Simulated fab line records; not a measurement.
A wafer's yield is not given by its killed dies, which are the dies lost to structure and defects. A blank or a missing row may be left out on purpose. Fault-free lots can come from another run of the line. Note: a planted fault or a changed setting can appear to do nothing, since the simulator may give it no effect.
fab line records -- flow n5-finfet
record lots=9, wafers=27, last-day=18
route steps=1938 shown FIN_CUT@163 BEOL_M4@1111 PASSIVATION@1936
lots that met no fault: from a run of the same line without faults
start-h: start of the lot's first displayed wafer, in hours after the record's first day -- wait-h: hours elapsed since this lot's preceding step -- " repeats the value in the row above -- L1.1+2: one row covering several wafers at once -- - either no value or no given start -- * or withheld: withheld -- < > ~ a bound
route shown NAME@n: NAME is a module with steps in the file, n the number in the route of the first one -- usual: mean/standard deviation of fault-free wafers -- same: alike in all rows -- chamber/n: place in a boat -- sites: each site's reading -- _std_site: standard deviation across them -- _edge_site: mean of outer sites minus mean of inner sites -- radius-mm: for every site, how far away it sits from the centre of the wafer -- mask NAME#n: copy n -- behind: the last tool/chamber to shape the wafer -- hold: the reason the lot was held/the length of the hold in hours/how it ended -- device: which transistor (n, p or np) failed to switch -- end of line: at the end of the route, the tests of the same wafers -- a step without rows: its recipe alone -- killed: dies lost to structure and defects at the first sort, not the wafer's yield -- map: a wafer's dies, marking killed ones x, the rest . and places with no die _
set.NAME: the run value of the setting; set.NAME@STEP: its run value at that earlier step -- model.NAME: the simulator's own value behind a step, which no gauge read
route steps across a sampled set of lots; one table per step, one row per wafer
services: from which hour (start-h, from the record's first day; less than 0 if before it) a tool's chamber was out of use, for how many hours, and why
## steps
# step N5_FIN_CUT_CD_MEAS_08
# recipe target-cd-nm=29.1, landing-energy-ev=500, detector=se-inlens, polarity=opening
# usual cd-nm=29.20/0.24
lot.wafer,tool,chamber,start-h,wait-h,cd-nm
L812.2,cd-sem-02,0,26.39,-,29.21
L812.3,cd-sem-02,0,26.39,-,29.19
L812.6,cd-sem-02,0,26.39,-,29.30
L814.2,cd-sem-02,0,38.89,-,29.06
L814.5,cd-sem-02,0,38.89,-,29.03
L814.6,cd-sem-02,0,38.89,-,28.82
L815.2,cd-sem-03,0,45.09,-,29.51
L815.3,cd-sem-03,0,45.09,-,28.72
L815.6,cd-sem-03,0,45.09,-,29.23
L822.3,cd-sem-02,0,85.88,-,29.21
L822.4,cd-sem-02,0,85.88,-,29.01
L822.6,cd-sem-02,0,85.88,-,28.72
L824.1,cd-sem-02,0,99.03,-,29.71
L824.3,cd-sem-02,0,99.03,-,29.26
L824.4,cd-sem-02,0,99.03,-,29.43
L825.3,cd-sem-01,0,105.47,-,29.13
L825.4,cd-sem-01,0,105.47,-,29.71
L825.5,cd-sem-01,0,105.47,-,29.27
L826.1,cd-sem-03,0,110.28,-,29.24
L826.3,cd-sem-03,0,110.28,-,29.00
L826.4,cd-sem-03,0,110.28,-,29.19
L827.2,cd-sem-01,0,118.34,-,29.27
L827.4,cd-sem-01,0,118.34,-,29.63
L827.5,cd-sem-01,0,118.34,-,29.74
L835.1,cd-sem-02,0,164.58,-,29.09
L835.3,cd-sem-02,0,164.58,-,29.11
L835.6,cd-sem-02,0,164.58,-,29.25
# step N5_FIN_CUT_DESCUM_13
# recipe chemistry=O2, time-s=7, source-power-w=50, bias-power-w=20, pressure-mtorr=20, rf-frequency-hz=2.712e+07, temp-c=40, resist=CAR-EUV, o2-flow-sccm=225
# usual drypump-motor-current-A=5.7/0.58, oes-product-au=0.77/0.081, rf-vpp-V=243.6/1.3, showerhead-plenum-p-Torr=2.11/0.061, throttle-valve-pct=20.43/0.22
lot.wafer,tool,chamber,start-h,wait-h,drypump-motor-current-A,oes-product-au,rf-hours-counter-h,rf-vpp-V,showerhead-plenum-p-Torr,throttle-valve-pct
L812.2,rie-diel-03,1,26.81,0.0,5.7,0.68,236,245.5,2.15,20.54
L812.3,rie-diel-03,3,26.81,0.0,5.4,0.73,160,246.2,2.20,20.66
L812.6,rie-diel-03,0,26.81,0.0,6.5,0.70,-,245.1,2.18,20.32
L814.2,rie-diel-03,3,39.03,0.1,5.5,0.73,164,243.6,2.20,20.66
L814.5,rie-diel-03,1,39.03,0.1,5.7,0.67,-,243.2,2.15,20.52
L814.6,rie-diel-03,2,39.03,0.1,6.6,0.70,-,243.3,2.09,20.62
L815.2,rie-diel-01,1,45.21,0.0,4.8,0.74,157,243.7,2.16,20.27
L815.3,rie-diel-01,3,45.21,0.0,5.9,0.77,151,241.3,2.03,20.63
L815.6,rie-diel-01,2,45.21,0.0,6.0,0.85,-,243.4,2.11,20.25
L822.3,rie-diel-03,2,86.00,0.0,6.6,0.70,209,244.5,2.08,20.65
L822.4,rie-diel-03,3,86.00,0.0,5.4,0.73,-,245.2,2.19,20.70
L822.6,rie-diel-03,2,86.00,0.0,6.6,0.71,-,242.6,2.08,20.65
L824.1,rie-diel-03,2,99.17,0.0,6.6,0.69,214,241.9,2.08,20.67
L824.3,rie-diel-03,0,99.17,0.0,6.5,0.68,226,244.3,2.17,20.35
L824.4,rie-diel-03,3,99.17,0.0,5.4,0.72,-,243.4,2.19,20.70
L825.3,rie-diel-01,2,105.59,0.0,6.0,0.84,65,242.8,2.10,20.26
L825.4,rie-diel-01,0,105.59,0.0,5.2,0.78,130,244.4,2.10,20.73
L825.5,rie-diel-01,1,105.59,0.0,4.8,0.72,-,244.0,2.16,20.30
L826.1,rie-diel-03,3,110.40,0.0,5.4,0.72,188,243.8,2.19,20.71
L826.3,rie-diel-03,2,110.40,0.0,6.6,0.68,217,243.6,2.08,20.68
L826.4,rie-diel-03,0,110.40,0.0,6.5,0.67,230,245.3,2.16,20.35
L827.2,rie-diel-06,3,119.20,0.8,5.7,0.81,85,243.8,2.20,20.28
L827.4,rie-diel-06,3,119.20,0.8,5.7,0.82,-,245.3,2.20,20.29
L827.5,rie-diel-06,2,119.20,0.8,5.0,0.96,-,242.3,2.06,19.92
L835.1,rie-diel-06,2,164.70,0.0,4.9,0.92,27,243.3,2.05,19.96
L835.3,rie-diel-06,3,164.70,0.0,5.7,0.80,99,246.1,2.20,20.31
L835.6,rie-diel-06,3,164.70,0.0,5.7,0.80,-,246.7,2.20,20.29
# step N5_FIN_CUT_ETCH_20
# recipe chemistry=CF4, target=SiARC, target-depth-a=260, mask-material=CAR-EUV, time-s=43.3, ion-energy-ev=80, pressure-mtorr=40, source-w=545, bias-w=36, Ar_flow_sccm=100, cf4-flow-sccm=100, ends=cleared
# usual drypump-motor-current-A=5.7/0.58, etch-rf-on-time-s=43.4/1.1, oes-product-au=0.65/0.068, rf-vpp-V=184.3/1, showerhead-plenum-p-Torr=2.16/0.06, throttle-valve-pct=15.62/0.21
lot.wafer,tool,chamber,start-h,wait-h,drypump-motor-current-A,etch-rf-on-time-s,oes-product-au,rf-hours-counter-h,rf-vpp-V,showerhead-plenum-p-Torr,throttle-valve-pct
L812.2,rie-diel-03,1,26.86,0.0,5.7,45.7,0.57,236,184.6,2.19,15.73
L812.3,rie-diel-03,3,26.86,0.0,5.4,43.6,0.63,160,185.1,2.22,15.74
L812.6,rie-diel-03,0,26.86,0.0,6.5,44.8,0.59,-,184.0,2.20,15.45
L814.2,rie-diel-03,3,39.09,0.0,5.4,42.4,0.63,164,184.0,2.22,15.74
L814.5,rie-diel-03,1,39.09,0.0,5.6,45.2,0.57,-,184.2,2.19,15.71
L814.6,rie-diel-03,2,39.09,0.0,6.6,43.0,0.61,-,183.8,2.13,15.86
L815.2,rie-diel-01,1,45.26,0.0,4.9,43.2,0.64,157,185.3,2.22,15.55
L815.3,rie-diel-01,3,45.26,0.0,5.9,44.6,0.65,151,184.5,2.06,15.64
L815.6,rie-diel-01,2,45.26,0.0,6.0,40.9,0.75,-,185.3,2.19,15.59
L822.3,rie-diel-03,2,86.05,0.0,6.6,43.3,0.59,209,182.5,2.13,15.87
L822.4,rie-diel-03,3,86.05,0.0,5.4,54.3,0.55,-,185.6,2.21,15.74
L822.6,rie-diel-03,2,86.05,0.0,6.6,43.2,0.60,-,184.4,2.13,15.86
L824.1,rie-diel-03,2,99.22,0.0,6.6,43.1,0.60,214,183.8,2.13,15.88
L824.3,rie-diel-03,0,99.22,0.0,6.5,44.0,0.58,226,183.3,2.19,15.51
L824.4,rie-diel-03,3,99.22,0.0,5.4,54.3,0.55,-,183.6,2.21,15.78
L825.3,rie-diel-01,2,105.64,0.0,6.0,41.8,0.72,65,185.4,2.19,15.61
L825.4,rie-diel-01,0,105.64,0.0,5.2,42.1,0.66,130,186.1,2.16,15.88
L825.5,rie-diel-01,1,105.64,0.0,4.8,44.0,0.61,-,186.0,2.21,15.60
L826.1,rie-diel-03,3,110.46,0.0,5.4,54.4,0.54,188,185.3,2.21,15.80
L826.3,rie-diel-03,2,110.46,0.0,6.6,44.0,0.59,218,184.0,2.13,15.88
L826.4,rie-diel-03,0,110.46,0.0,6.5,44.6,0.57,230,184.2,2.19,15.51
L827.2,rie-diel-06,3,119.26,0.0,5.7,43.2,0.70,85,184.8,2.25,15.52
L827.4,rie-diel-06,3,119.26,0.0,5.7,43.4,0.70,-,185.3,2.25,15.53
L827.5,rie-diel-06,2,119.26,0.0,5.0,43.5,0.80,-,183.1,2.10,15.04
L835.1,rie-diel-06,2,164.76,0.0,5.0,43.7,0.78,27,184.4,2.09,15.06
L835.3,rie-diel-06,3,164.76,0.0,5.7,43.5,0.68,99,184.6,2.24,15.56
L835.6,rie-diel-06,3,164.76,0.0,5.7,44.0,0.68,-,185.3,2.24,15.54
# step N5_FIN_CUT_CUT_ETCH_28
# recipe chemistry=HBr/Cl2/O2, target=Si, target-depth-a=60, mask-material=SOC, time-s=2.4, ion-energy-ev=*, bias-w=*, pressure-mtorr=10, icp-w=800, HBr_flow_sccm=150, Cl2_flow_sccm=80, O2_flow_sccm=12
# usual drypump-motor-current-A=5.4/0.56, he-backside-leak-sccm=2.9/0.37, oes-product-au=0.992/0.014, throttle-valve-pct=37.05/0.26
lot.wafer,tool,chamber,start-h,wait-h,drypump-motor-current-A,he-backside-leak-sccm,oes-product-au,rf-hours-counter-h,throttle-valve-pct
L812.2,rie-si-05,0,27.49,0.0,5.0,2.4,1.005,201,37.14
L812.3,rie-si-05,3,27.49,0.0,4.8,3.4,0.977,144,37.36
L812.6,rie-si-05,2,27.49,0.0,5.1,2.9,0.998,-,37.20
L814.2,rie-si-03,0,39.74,0.0,5.0,2.8,0.982,22,36.62
L814.5,rie-si-03,0,39.74,0.0,5.0,3.1,0.981,-,36.64
L814.6,rie-si-03,3,39.74,0.0,6.6,3.0,0.999,-,36.91
L815.2,rie-si-05,0,45.89,0.0,5.0,2.6,1.004,202,37.15
L815.3,rie-si-05,3,45.89,0.0,4.8,3.5,0.976,144,37.36
L815.6,rie-si-05,3,45.89,0.0,4.9,4.9,0.967,-,37.39
L822.3,rie-si-05,1,86.68,0.0,5.8,2.6,1.001,57,36.79
L822.4,rie-si-05,2,86.68,0.0,5.1,2.7,0.992,65,37.18
L822.6,rie-si-05,3,86.68,0.0,4.8,3.4,0.976,-,37.37
L824.1,rie-si-03,3,99.85,0.0,6.5,3.0,1.004,96,36.92
L824.3,rie-si-03,1,99.85,0.0,5.7,3.1,0.973,87,37.38
L824.4,rie-si-03,2,99.85,0.0,6.2,2.8,0.997,38,37.37
L825.3,rie-si-05,0,106.27,0.0,5.0,2.5,0.993,1,36.77
L825.4,rie-si-05,3,106.27,0.0,4.9,3.4,0.971,145,37.36
L825.5,rie-si-05,0,106.27,0.0,5.0,2.3,0.994,-,36.78
L826.1,rie-si-03,3,111.09,0.0,6.6,3.0,0.987,96,36.91
L826.3,rie-si-03,0,111.09,0.0,5.0,2.9,0.980,23,36.64
L826.4,rie-si-03,1,111.09,0.0,5.8,3.1,0.969,87,37.39
L827.2,rie-si-03,1,119.89,0.0,5.8,3.1,0.974,87,37.40
L827.4,rie-si-03,2,119.89,0.0,6.3,2.8,0.990,38,37.35
L827.5,rie-si-03,0,119.89,0.0,5.0,3.0,0.985,-,36.66
L835.1,rie-si-05,1,165.40,0.0,5.8,2.7,1.002,58,36.80
L835.3,rie-si-05,2,165.40,0.0,5.2,2.8,0.988,67,37.22
L835.6,rie-si-05,0,165.40,0.0,5.0,2.4,1.013,-,36.77
# step N5_BEOL_M4_RC_MEAS_101
# usual DIBL_N=36.2/1.6, DIBL_P=36.5/1.9, IOFF_N=0.158/0.027, IOFF_P=0.21/0.038, ION_N=675/12, ION_P=464/8.9, SS_N=71.5/0.61, SS_P=73.4/0.59, VT_N=250.4/3, VT_P=-250/3.6
lot.wafer,tool,chamber,start-h,wait-h,DIBL_N[mV/V],DIBL_P[mV/V],IOFF_N[nA/um],IOFF_P[nA/um],ION_N[uA/um],ION_P[uA/um],SS_N[mV/dec],SS_P[mV/dec],VT_N[mV],VT_P[mV]
L812.2,prober-02,0,167.34,0.2,34.3,35.5,0.138,0.19,668,457,70.9,72.3,252.3,-251
L812.3,prober-02,0,167.34,0.2,36.1,38.0,0.161,0.24,682,466,71.5,72.9,252.3,-251
L812.6,prober-02,0,167.34,0.2,36.9,38.7,0.184,0.25,688,465,72.0,73.2,249.9,-246
L814.2,prober-01,0,170.34,0.2,35.1,35.1,0.140,0.18,670,458,71.4,73.4,250.7,-254
L814.5,prober-01,0,170.34,0.2,34.4,34.7,0.130,0.18,663,461,70.9,73.1,255.0,-254
L814.6,prober-01,0,170.34,0.2,34.1,33.3,0.114,0.16,656,449,71.2,72.0,254.7,-255
L815.2,prober-01,0,185.63,0.2,36.9,36.6,0.154,0.22,666,461,72.4,73.5,254.4,-251
L815.3,prober-01,0,185.63,0.2,38.4,37.3,0.171,0.22,669,461,71.9,74.1,251.4,-252
L815.6,prober-01,0,185.63,0.2,36.7,35.5,0.148,0.20,670,458,71.7,72.9,253.9,-252
L822.3,prober-01,0,217.45,0.3,35.0,35.7,0.139,0.19,672,468,71.4,73.3,252.1,-252
L822.4,prober-01,0,217.45,0.3,35.1,35.6,0.144,0.20,683,468,71.3,72.9,252.2,-251
L822.6,prober-01,0,217.45,0.3,34.2,33.3,0.128,0.17,671,462,70.5,73.1,254.2,-252
L825.3,prober-02,0,249.91,0.3,36.5,35.8,0.149,0.23,669,466,72.0,73.0,250.0,-248
L825.4,prober-02,0,249.91,0.3,35.6,35.8,0.133,0.24,668,473,71.4,73.2,252.2,-245
L825.5,prober-02,0,249.91,0.3,36.6,36.3,0.158,0.24,687,477,71.9,73.9,248.9,-247
L824.1,prober-02,0,251.76,0.0,34.4,33.6,0.128,0.15,658,446,70.3,72.3,251.3,-258
L824.3,prober-02,0,251.76,0.0,37.1,37.9,0.175,0.22,672,456,71.5,74.1,248.8,-250
L824.4,prober-02,0,251.76,0.0,36.1,35.3,0.154,0.17,674,456,71.2,72.9,248.4,-251
L826.1,prober-01,0,255.25,0.0,36.2,37.1,0.157,0.25,685,473,70.6,73.1,247.2,-246
L826.3,prober-01,0,255.25,0.0,39.3,40.7,0.232,0.31,699,480,72.4,74.5,243.7,-241
L826.4,prober-01,0,255.25,0.0,38.4,39.7,0.198,0.31,686,474,71.0,74.5,244.2,-240
L827.2,prober-02,0,275.25,0.2,37.1,37.4,0.173,0.23,671,463,72.1,73.3,249.0,-249
L827.4,prober-02,0,275.25,0.2,38.5,39.3,0.206,0.26,692,472,72.1,73.4,246.0,-246
L827.5,prober-02,0,275.25,0.2,34.4,34.7,0.120,0.17,666,460,70.2,72.3,255.4,-254
L835.1,prober-01,0,313.01,0.0,38.4,38.9,0.223,0.30,690,478,73.0,74.6,246.9,-245
L835.3,prober-01,0,313.01,0.0,36.2,36.3,0.157,0.23,666,461,71.9,73.7,252.2,-248
L835.6,prober-01,0,313.01,0.0,36.0,35.3,0.158,0.21,675,461,71.6,72.9,252.8,-252
# step N5_PASSIVATION_PROBE_49
# usual defect-limited-yield=91.3/1.7, killed_at_M0_to_M3=33/11, killed_at_M4_up=14/5.5, killed-at-contacts=13/6.5, killed-at-front-end=39/13, killed-at-other=3.4/2.9, killed-dies=103/20, killed-open=69/15, killed-short=32/8.1, sort_bin_5_function=5.1/1.1, sort_bin_6_memory=3.3/0.74, sort_bin_8_speed=0.00/0.014, sort-n-pass=1077/20, sort-yield-pct=91.3/1.7
# same gross-dies=1180, killed-at-back-side=0, sort_bin_4_leakage[%]=0
lot.wafer,tool,chamber,start-h,wait-h,defect-limited-yield[%],killed_at_M0_to_M3,killed_at_M4_up,killed-at-contacts,killed-at-front-end,killed-at-other,killed-dies,killed-open,killed-short,sort_bin_5_function[%],sort_bin_6_memory[%],sort_bin_8_speed[%],sort-n-pass,sort-yield-pct[%]
L815.2,prober-01,-,287.71,0.1,90.8,33,17,16,41,2,109,88,21,5.8,3.4,0,1071,90.8
L815.3,prober-01,-,287.76,0.1,88.2,30,20,24,58,7,139,89,49,6.9,4.2,0,1041,88.2
L815.6,prober-01,-,287.91,0.3,90.2,38,12,15,39,12,116,79,35,4.8,4.6,0.08,1064,90.2
# killed by level:class
L815.2 FIN_SAQP:geometric-particle:open=18 MOL_CONTACT_COAG:geometric-particle:open=14 BEOL_M3:geometric-particle:open=13 BEOL_M2:geometric-particle:open=10 BEOL_M4:geometric-particle:open=7 STARTING-WAFER:geometric-particle:open=5 FIN_SAQP:geometric-particle:short=4 BEOL_M0_SAQP:geometric-particle:short=4
L815.3 MOL_CONTACT_COAG:geometric-particle:open=19 FIN_SAQP:geometric-particle:short=16 BEOL_M2:geometric-particle:open=14 FIN_SAQP:geometric-particle:open=13 BEOL_M4:geometric-particle:open=6 BEOL_M0_SAQP:geometric-particle:short=5 MOL_CONTACT_COAG:geometric-particle:short=5 BEOL_M6:geometric-particle:open=5
L815.6 FIN_SAQP:geometric-particle:open=16 BEOL_M2:geometric-particle:open=16 MOL_CONTACT_COAG:geometric-particle:open=8 BEOL_M0_SAQP:geometric-particle:open=8 MOL_CONTACT_COAG:geometric-particle:short=7 GATE_CUT:geometric-particle:short=6 BEOL_M0_SAQP:geometric-particle:short=5 PAD_METAL:geometric-particle:short=5
## services
tool,chamber,start-h,hours,kind
rie-diel-06,-,11.03,4.3,pm
rie-diel-03,2,20.37,3.0,repair
rie-si-05,0,56.33,-,clean
rie-si-05,0,56.33,20.3,scheduled-down
rie-si-05,0,56.33,20.3,vent-cycle
rie-diel-06,2,64.41,-,clean
rie-diel-06,2,64.41,-,consumable-replace:focus-ring
rie-diel-06,2,64.41,15.0,scheduled-down
rie-diel-06,2,64.41,15.0,vent-cycle
rie-diel-03,1,77.68,-,clean
rie-diel-03,1,77.68,-,consumable-replace:focus-ring
rie-diel-03,1,77.68,28.1,scheduled-down
rie-diel-03,1,77.68,28.1,vent-cycle
rie-diel-06,3,84.92,1.6,repair
rie-diel-03,-,116.21,0.6,repair
rie-diel-03,-,123.78,2.8,pm
rie-si-05,-,143.10,2.8,pm
rie-si-03,1,144.77,7.9,repair
rie-diel-06,0,160.21,2.8,repair
## key
first-sign step=N5_FIN_CUT_ETCH_20, reading=etch-rf-on-time-s, direction=up, sigmas=9.9, usual=*, struck=*
effect none on later readings
met-at N5_FIN_CUT_ETCH_20
struck-lots L822,L824,L826
struck-wafers L822.4,L824.4,L826.1
not-acting-at N5_FIN_CUT_CD_MEAS_08,N5_FIN_CUT_DESCUM_13,N5_FIN_CUT_CUT_ETCH_28
onset-between 39.09 86.05
fault kind=process-parameter-drift, tool=rie-diel-03, chamber=3, onset-h=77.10, steps=N5_FIN_CUT_ETCH_20, channel=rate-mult, offset=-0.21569, shape=step, end-h=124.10
